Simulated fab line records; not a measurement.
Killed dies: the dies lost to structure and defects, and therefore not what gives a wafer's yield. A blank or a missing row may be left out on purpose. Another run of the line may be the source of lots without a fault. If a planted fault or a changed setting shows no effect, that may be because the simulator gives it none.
Matching of chambers + flow n5 finfet + N5_DUMMY_GATE_CMP_04 on cmp-02: 4 sister chambers
The step polishes a-Si. 8 wafers are shown with their chamber, then 9 later ones without.

== WAFERS WITH THEIR CHAMBER ==
| wafer  | chamber | motor current A (A) | slurry filter dp kPa (kPa) |
|--------|---------|---------------------|----------------------------|
| L081.3 | 3       | 8.5                 | 13.52                      |
| L081.6 | 1       | 9.9                 | 13.51                      |
| L082.5 | 1       | 10.2                | 13.30                      |
| L087.2 | 0       | 10.8                | 13.58                      |
| L087.5 | 3       | 8.9                 | 13.72                      |
| L088.2 | 0       | 10.9                | 13.37                      |
| L088.4 | 2       | 9.9                 | 13.47                      |
| L088.5 | 2       | 10.7                | 13.48                      |

== WAFERS WHOSE CHAMBER IS MISSING ==
| wafer  | motor current A (A) | slurry filter dp kPa (kPa) |
|--------|---------------------|----------------------------|
| L092.1 | 10.4                | 13.31                      |
| L092.3 | 8.8                 | 13.67                      |
| L092.4 | 10.8                | 13.39                      |
| L094.1 | 11.1                | 13.68                      |
| L094.2 | 8.8                 | 13.59                      |
| L094.6 | 10.1                | 13.68                      |
| L096.1 | 10.1                | 13.49                      |
| L096.2 | 9.9                 | 13.59                      |
| L096.4 | 11.0                | 13.50                      |

== WHICH CHAMBER EACH ONE RAN IN ==
| wafer  | from the rows above          | in truth |
|--------|------------------------------|----------|
| L092.1 | can't be placed: 1 or 2 or 0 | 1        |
| L092.3 | 3                            | 3        |
| L092.4 | can't be placed: 0 or 2 or 1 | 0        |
| L094.1 | can't be placed: 0 or 2      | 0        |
| L094.2 | 3                            | 3        |
| L094.6 | can't be placed: 2 or 1 or 0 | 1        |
| L096.1 | can't be placed: 2 or 1 or 0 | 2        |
| L096.2 | can't be placed: 2 or 1 or 0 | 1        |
| L096.4 | can't be placed: 0 or 2      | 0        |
Correct placement for 2 of the 9. Cannot be placed on the basis of these rows: 7; the candidates contain the true chamber in 7. 0 placed wrongly.
How it was worked out, from the rows above alone: a wafer's distance from a chamber is the root of the sum, over the readings, of the square of ((its reading less the chamber's mean) divided by the reading's scatter). If the next closest chamber is less than 2 further off than the closest, the wafer can't be placed; otherwise it belongs to the closest. Each chamber's mean is taken over the wafers shown for it. The scatter is the square root of a quotient: the sum, over the shown wafers, of each reading's squared deviation from its chamber's mean, divided by wafers minus chambers.
